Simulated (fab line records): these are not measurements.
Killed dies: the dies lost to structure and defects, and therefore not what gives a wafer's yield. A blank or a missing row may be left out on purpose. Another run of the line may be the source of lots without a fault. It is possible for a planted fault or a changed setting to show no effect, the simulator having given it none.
Which tool did it?    flow n5-finfet    9 lots, 27 wafers sampled, at 6 steps of a route of 1938

## WHAT EACH GAUGE READ, for each wafer
N5_BEOL_M1_CD_MEAS_11: target cd 17.05 nm. Usual: 17.14 nm for cd-nm, sd 0.24.
lot   measured      on         cd-nm (nm)         flag
L129  day 6 15:57   cd-sem-03  17.38 16.80 16.99  
L131  day 7 04:45   cd-sem-02  17.31 17.43 17.27  
L130  day 7 04:59   cd-sem-03  17.10 17.07 17.33  
L136  day 8 06:10   cd-sem-02  16.58 17.16 17.03  
L138  day 8 20:50   cd-sem-02  17.25 16.97 16.90  
L143  day 9 21:29   cd-sem-01  17.69 17.86 18.08  OFF
L144  day 10 01:05  cd-sem-03  17.11 17.41 17.44  
L148  day 10 23:09  cd-sem-02  17.19 17.15 17.04  
L151  day 11 22:42  cd-sem-01  17.23 17.27 16.93  

N5_BEOL_M1_OVL_MEAS_12. Usual: M1_OVL -0.3 nm, standard deviation 0.72.
lot   measured      on          M1_OVL (nm)     flag
L129  day 6 15:59   overlay-01  -1.5 -0.6 -1.6  
L131  day 7 04:47   overlay-02  0.3 -0.8 -0.4   
L130  day 7 05:01   overlay-02  -0.3 -0.3 -0.8  
L136  day 8 06:13   overlay-02  -1.2 -0.4 -1.1  
L138  day 8 20:52   overlay-02  -1.5 -0.6 -1.0  
L143  day 9 21:31   overlay-01  0.4 -0.4 -0.5   
L144  day 10 01:08  overlay-02  0.3 1.2 1.0     
L148  day 10 23:11  overlay-02  0.1 -0.5 -0.3   
L151  day 11 22:44  overlay-02  -0.4 -0.7 0.7   

N5_BEOL_M4_RC_MEAS_101. Usual: DIBL_N 37.3 mV/V, standard deviation 2.3; DIBL_P 37.4 mV/V, standard deviation 2.9; IOFF_N 0.18 nA/um, standard deviation 0.045; IOFF_P 0.25 nA/um, standard deviation 0.054; ION_N 679 uA/um, standard deviation 15; ION_P 468 uA/um, standard deviation 9.7; SS_N 71.8 mV/dec, standard deviation 0.62; SS_P 73.6 mV/dec, standard deviation 0.76; VT_N 248 mV, standard deviation 4.1; VT_P -248 mV, standard deviation 3.6.
lot   measured      on         DIBL_N (mV/V)   DIBL_P (mV/V)   IOFF_N (nA/um)  IOFF_P (nA/um)  ION_N (uA/um)  ION_P (uA/um)  SS_N (mV/dec)   SS_P (mV/dec)   VT_N (mV)    VT_P (mV)       flag
L129  day 8 14:34   prober-01  36.8 36.2 37.5  37.7 35.5 37.9  0.16 0.14 0.17  0.26 0.24 0.28  687 669 689    483 466 482    72.0 71.4 71.9  74.3 73.4 73.8  247 251 246  -246 -245 -246  
L131  day 8 21:13   prober-01  37.0 32.8 34.7  38.6 32.4 35.2  0.17 0.09 0.12  0.24 0.14 0.18  697 651 666    480 450 459    71.6 71.4 71.6  72.8 71.4 72.1  247 259 253  -249 -254 -249  
L130  day 8 21:56   prober-02  33.6 32.9 37.0  32.9 33.4 36.0  0.12 0.12 0.18  0.20 0.20 0.24  655 667 675    456 469 464    71.0 70.7 71.3  73.3 72.9 73.5  252 255 247  -247 -248 -249  
L136  day 10 00:09  prober-02  40.4 38.3 38.9  39.5 36.6 38.0  0.25 0.18 0.20  0.31 0.26 0.27  708 667 701    483 464 481    72.6 71.1 72.2  74.4 73.6 73.5  242 246 245  -243 -245 -245  
L138  day 10 19:53  prober-01  36.9 32.6 36.2  38.9 32.7 38.4  0.18 0.11 0.19  0.25 0.16 0.25  673 675 692    462 461 472    72.5 70.8 72.3  73.3 72.4 73.1  247 258 246  -249 -254 -246  
L143  day 11 22:19  prober-01  41.3 36.2 35.9  41.0 35.4 33.3  0.29 0.17 0.14  0.34 0.23 0.19  697 689 667    476 479 455    71.5 71.1 71.7  74.8 73.6 72.6  239 246 251  -244 -246 -250  
L144  day 12 05:07  prober-02  33.5 32.0 35.5  34.4 33.1 35.0  0.14 0.13 0.16  0.20 0.19 0.21  669 679 652    463 468 450    70.6 70.6 71.8  73.1 72.6 73.5  251 249 251  -249 -250 -253  
L148  day 13 04:02  prober-01  38.4 36.2 38.8  38.8 35.8 39.9  0.19 0.15 0.20  0.27 0.22 0.29  677 662 677    475 462 469    71.7 71.6 72.2  73.7 72.5 73.6  246 252 248  -244 -245 -245  
L151  day 13 13:46  prober-02  38.2 37.2 34.7  36.8 36.0 33.0  0.19 0.18 0.13  0.30 0.26 0.21  680 681 675    476 468 472    71.5 71.3 71.0  73.7 73.0 72.6  246 246 251  -242 -246 -248  

## WHICH TOOL RAN EACH LOT (tool, then ch and the chambers of the sampled wafers, then the start)
lot   N5_BEOL_M1_PECVD_72              N5_BEOL_M1_EXPOSE_08               N5_BEOL_M1_ETCH_63
L129  pecvd-02 ch 0,1, day 6 14:51     euv-scanner-01 ch 0, day 6 15:49   rie-diel-05 ch 1,3, day 6 16:07
L131  pecvd-01 ch 0,1, day 7 02:20     euv-scanner-01 ch 0, day 7 04:38   rie-diel-01 ch 2,3, day 7 04:56
L130  pecvd-04 ch 1,2, day 7 02:55     euv-scanner-02 ch 0, day 7 04:52   rie-diel-03 ch 0,1,3, day 7 05:13
L136  pecvd-02 ch 0,1, day 8 04:25     euv-scanner-01 ch 0, day 8 06:03   rie-diel-05 ch 1,2, day 8 06:26
L138  pecvd-01 ch 0,1,2, day 8 18:49   euv-scanner-02 ch 0, day 8 20:43   rie-diel-01 ch 0,1,3, day 8 21:01
L143  pecvd-04 ch 1,2, day 9 18:39     euv-scanner-01 ch 0, day 9 21:22   rie-diel-01 ch 1,2,3, day 9 21:49
L144  pecvd-02 ch 0,1,2, day 10 00:19  euv-scanner-02 ch 0, day 10 00:59  rie-diel-05 ch 0,1,2, day 10 01:17
L148  pecvd-04 ch 1,2, day 10 22:34    euv-scanner-02 ch 0, day 10 23:01  rie-diel-03 ch 0,2,3, day 10 23:25
L151  pecvd-04 ch 1,2, day 11 22:08    euv-scanner-02 ch 0, day 11 22:35  rie-diel-05 ch 0,2, day 11 22:52
- N5_BEOL_M1_PECVD_72: deposits SiO2 from TEOS/O2, target thk 16 nm, time 18 s.
- N5_BEOL_M1_EXPOSE_08: exposes mask M1.
- N5_BEOL_M1_ETCH_63: etches SiARC in CF4, target depth 15.6 nm, time 26 s.

## AS READ BY THE TOOLS THEMSELVES (means over the sampled wafers that have a number; for cases with no such wafer, the mark the record gives instead)
N5_BEOL_M1_PECVD_72. Usual: heater-power-w 666 W, standard deviation 78; showerhead-plenum-p-Torr 8.81 Torr, standard deviation 0.076; throttle-valve-pct 22.5 %, standard deviation 1.5.
lot   tool      heater-power-w (W)  showerhead-plenum-p-Torr (Torr)  throttle-valve-pct (%)  flag
L129  pecvd-02  615                 8.84                             22.4                    
L131  pecvd-01  721                 8.90                             22.5                    
L130  pecvd-04  625                 8.82                             22.2                    
L136  pecvd-02  636                 8.87                             23.9                    
L138  pecvd-01  784                 8.81                             23.8                    
L143  pecvd-04  554                 8.80                             22.3                    
L144  pecvd-02  624                 8.80                             22.5                    
L148  pecvd-04  618                 8.82                             22.1                    
L151  pecvd-04  616                 8.82                             22.4                    

N5_BEOL_M1_EXPOSE_08. Usual: 33.04 for exposure-dose-mJ-cm2, sd 0.096.
lot   tool            exposure-dose-mJ-cm2  flag
L129  euv-scanner-01  33.01                 
L131  euv-scanner-01  32.93                 
L130  euv-scanner-02  33.11                 
L136  euv-scanner-01  33.00                 
L138  euv-scanner-02  33.12                 
L143  euv-scanner-01  34.51                 OFF
L144  euv-scanner-02  33.16                 
L148  euv-scanner-02  33.12                 
L151  euv-scanner-02  33.16                 

N5_BEOL_M1_ETCH_63. Usual: drypump-motor-current-A 5.8 A, standard deviation 0.51; etch-rf-on-time-s 25.7 s, standard deviation 1; oes-product-au 0.70 a.u., standard deviation 0.081; rf-vpp-V 183.8 V, standard deviation 0.96; showerhead-plenum-p-Torr 2.11 Torr, standard deviation 0.045; throttle-valve-pct 15.53 %, standard deviation 0.26.
lot   tool         drypump-motor-current-A (A)  etch-rf-on-time-s (s)  oes-product-au (a.u.)  rf-vpp-V (V)  showerhead-plenum-p-Torr (Torr)  throttle-valve-pct (%)  flag
L129  rie-diel-05  5.5                          25.1                   0.81                   184.8         2.19                             15.41                   
L131  rie-diel-01  6.1                          26.6                   0.68                   183.1         2.08                             15.48                   
L130  rie-diel-03  5.9                          24.8                   0.74                   184.1         2.12                             15.58                   
L136  rie-diel-05  5.5                          26.8                   0.71                   184.2         2.17                             15.23                   
L138  rie-diel-01  6.0                          26.8                   0.61                   183.0         2.08                             15.66                   
L143  rie-diel-01  5.9                          26.3                   0.65                   183.3         2.06                             15.58                   
L144  rie-diel-05  5.9                          26.1                   0.69                   183.7         2.13                             15.36                   
L148  rie-diel-03  6.1                          25.0                   0.74                   183.4         2.12                             15.49                   
L151  rie-diel-05  6.2                          25.4                   0.68                   183.2         2.09                             15.53                   

## THE ANSWER, worked out from the rows above alone
Rule: a lot counts as off when the mean over its wafers that have a number is more than 3 standard deviations away from the usual mean. Also off: a lot with no number at a reading for which 4 or more lots have one. The other lots that the step has rows for count as sound. The gauges are gone through in route order, then the tools' own readings, and for those a lot's mean is taken as printed above. At the first step where some lot is off, the reading lying furthest off is the one used; lots without a number count as furthest.
Off: L143 (N5_BEOL_M1_CD_MEAS_11, cd-nm).
If a tool, at a process step before that reading, ran all the lots that are off and no sound lot after the first of them, it fits. Not tried: the gauges at N5_BEOL_M1_CD_MEAS_11; whatever is off there is also off at N5_BEOL_M1_EXPOSE_08, on other tools, and gauge error can't account for it. One candidate fits, namely euv-scanner-01 at N5_BEOL_M1_EXPOSE_08. Its last sound lot is L136 (day 8 06:03), its first lot that is off L143 (day 9 21:22): a fault that began between those two fits.
The tool's own readings at N5_BEOL_M1_EXPOSE_08 bear it out: on the lots that are off they differ by more than 5 times the standard deviation of the sound lots' means. exposure-dose-mJ-cm2 reads 34.51 there against 33.08 on the sound lots.

## WHAT THE SIMULATOR HAD PUT IN
Drift in process parameters on euv-scanner-01 at N5_BEOL_M1_EXPOSE_08, starting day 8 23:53. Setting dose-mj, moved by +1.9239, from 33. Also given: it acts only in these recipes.
Lots struck among those shown: L143. The rule above found the same.
